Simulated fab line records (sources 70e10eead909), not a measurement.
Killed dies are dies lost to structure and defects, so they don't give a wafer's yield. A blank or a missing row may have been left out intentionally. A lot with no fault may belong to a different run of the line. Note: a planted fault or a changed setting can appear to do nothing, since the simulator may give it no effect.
8D (eight disciplines) problem report, filled in by code -- flow nand_harc -- the parts of the form that need people (team, actions taken, sign-off) are left out

## 1. PROBLEM STATEMENT
run_length_s at NHARC_A_CONTACT_ETCH_30 reads a mean of 45.9 s on 4 wafers of 3 lots; wafers without a fault read 51.5 s with a standard deviation of 0.48. Relative to the usual mean, that is a shift of -12 standard deviations.
The step: etches the open film in CF4/CHF3, target depth 60.5 nm, time 30.2 s.
Earliest sighting: wafer L708.1 on rie_diel-08 at day 19 13:38. Wafers with a number at this step in the record: 39, from 13 lots. Rule for "out" (also "out of limits"): further than 4 standard deviations from the usual mean. Any other wafer with a number is counted as sound.

## 2. WHAT IT IS; WHAT IT IS NOT
question,is,is not
which readings at this step,run_length_s,"chf3_flow_sccm, drypump_motor_current_A, mfc_ar_sccm, rf_vpp_V, showerhead_plenum_p_Torr"
which lots,"L708, L709, L711","L702, L704, L705, L706, L717, L718, L719, L720, L724, L725"
which wafers of those lots,"L708.1, L708.5, L709.3, L711.5","L708.4, L709.2, L709.4, L711.2, L711.4"
read on which tools,rie_diel-08,"rie_diel-11, rie_diel-13"
when,from day 19 13:38,"up to then (13 sound wafers); but 22 sound wafers of L709, L711, L717, L718, L719, L720, L724, L725 came after"

## 3. WHAT RULES OUT EACH SUSPECT
Counting: any tool at a process step up to the reading remains a suspect provided it ran every lot that is out. Sound lots after the first of them don't rule it out here, since some wafers of a struck lot are sound.
- rie_diel-08 at NHARC_A_CONTACT_ETCH_30 (etches the open film in CF4/CHF3, target depth 60.5 nm, time 30.2 s): kept. Ran every lot that is out, first one L708 (day 19 13:38); last sound lot up to then L706 (day 18 21:47). Out on those wafers are its own readings of run_length_s.
- rie_diel-08, NHARC_A_CONTACT_ETCH_30: wafers that are out in chamber 0, sound lot-mates in chambers 1, 2, 3.
Left after counting: rie_diel-08 at NHARC_A_CONTACT_ETCH_30.

## 4. THE CAUSE (what the simulator had put in)
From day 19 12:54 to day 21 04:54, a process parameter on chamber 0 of rie_diel-08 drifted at NHARC_A_CONTACT_ETCH_30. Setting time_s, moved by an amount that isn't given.
This tool alone remained once counting was done.

## 5. THE EFFECT CHAIN, in route order
Rows list readings where the struck wafers' mean (over those with a number) sits beyond 3 standard deviations from the usual. Only readings for which the record gives a usual standard deviation are gone through. hours: the time from each lot's start at the first step in this table that gives one to its start at this step, as a median over the lots. sigmas: the change in usual standard deviations.
hours,step,reading,usual,on struck wafers,change,sigmas
0,NHARC_A_CONTACT_ETCH_30,run_length_s,51.5 s,45.9,-5.6,-12
It contains these process steps:
- NHARC_A_CONTACT_ETCH_30: etches the open film in CF4/CHF3, target depth 60.5 nm, time 30.2 s.
Later measuring or inspecting steps at which every struck wafer that the step has a row for has a number for every such reading, and none has moved that far: NHARC_END_SORT_01.

## 6. WHAT WOULD HAVE CAUGHT IT SOONER
In this record the first reading out of limits was taken at day 19 13:38, 1 hour after the fault began at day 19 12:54.
